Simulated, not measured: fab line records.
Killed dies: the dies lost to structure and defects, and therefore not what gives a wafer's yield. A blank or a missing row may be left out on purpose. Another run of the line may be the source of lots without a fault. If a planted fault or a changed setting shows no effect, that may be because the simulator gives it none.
Struck lot and sound lot, side by side | flow nand harc | 17 out of 1159 route steps
Sound: the wafers L325.1, L325.3, L325.5. Wafers struck: L342.2, L342.3, L342.4. The cause is given at the end.
Order at every step that has rows: each side's tool, ch and its chambers, its first start. Under that, the readings that differ: sound wafers | struck wafers | difference of the means | sigmas: that difference in standard deviations of wafers without a fault.
alike: readings whose means differ by less than 2 such deviations, and words and numbers that are the same on both sides. not compared: withheld readings, readings that some wafer has no value for, bounds like >300 that may hide the same value, and numbers for which the record gives no deviation and whose values overlap.
The two part at a step that has a row with sigmas, a row that says differs or no value, or rows on one side only. Non-overlapping numbers with no deviation appear without sigmas and do not part them. A reading missing from all wafers of one side parts the sides only when that side holds two or more wafers.

NHARC_A_STAIRCASE_CMP_472: polishes SiO2.
  sound on cmp-03 ch 0,2,3, day 14 07:01; struck on cmp-03 ch 1,2,3, day 18 22:04
  alike: motor current A, retaining ring pressure frac
next, for these wafers, 1 step has no rows: NHARC_A_STAIRCASE_SRD_474.
NHARC_A_STAIRCASE_INSPECT_155:
  sound: defect inspect-01 at day 14 07:19; struck: defect inspect-02 at day 18 22:25
  alike: raw defect count
NHARC_A_SGD_CUT_DEP_00: deposits SiNx, target thk 50 nm.
  sound on pecvd-04 ch 0,1,2, day 14 07:23; struck on pecvd-03 ch 0,2, day 18 22:29
  alike: heater power w
then, 7 steps without rows for these wafers: NHARC_A_SGD_CUT_DEHYDRATE_01 (time 120 s); NHARC_A_SGD_CUT_HMDS_02 (time 30 s); NHARC_A_SGD_CUT_COAT_56 (time 75 s); NHARC_A_SGD_CUT_COAT_57 (time 65 s); NHARC_A_SGD_CUT_COAT_03 (resist thk 90 nm); NHARC_A_SGD_CUT_SOFTBAKE_04 (time 55 s); NHARC_A_SGD_CUT_EBR_05.
NHARC_A_SGD_CUT_EXPOSE_06: exposes mask SGD.
  sound on arfi scanner-02 ch 0, day 14 07:58; struck on arfi scanner-01 ch 0, day 18 23:04
  reading              | sound             | struck             | difference | sigmas
  exposure dose mJ cm2 | 85.75 85.61 85.61 | 99.78 99.92 100.01 | +14.25     | +99 or more
  alike: mask, focus offset nm
then, 2 steps without rows for these wafers: NHARC_A_SGD_CUT_PEB_07 (peb time 65 s); NHARC_A_SGD_CUT_DEVELOP_08 (develop time 35 s).
NHARC_A_SGD_CUT_CD_MEAS_09: target cd 100 nm.
  sound on cd sem-02 ch 0, day 14 08:07; struck on cd sem-02 ch 0, day 18 23:12
  reading    | sound             | struck            | difference | sigmas
  cd nm (nm) | 100.7 100.1 100.0 | 112.2 111.5 112.0 | +11.6      | +20
NHARC_A_SGD_CUT_OVL_MEAS_10:
  sound: overlay-02 at day 14 08:12; struck: overlay-02 at day 18 23:17
  reading           | sound          | struck      | difference | sigmas
  overlay y nm (nm) | -1.5 -1.8 -1.7 | 0.7 0.6 0.5 | +2.3       | +3
  alike: overlay x nm
next, for these wafers, 1 step has no rows: NHARC_END_SORT_01.

== WHERE THEY PART ==
Last at NHARC_A_SGD_CUT_OVL_MEAS_10 as far as this record goes, first at NHARC_A_SGD_CUT_EXPOSE_06.

WHY: the cause the simulator had injected
Process parameter drift: arfi scanner-01, from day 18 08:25 on, at NHARC_A_SGD_CUT_EXPOSE_06. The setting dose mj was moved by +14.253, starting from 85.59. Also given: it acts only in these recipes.
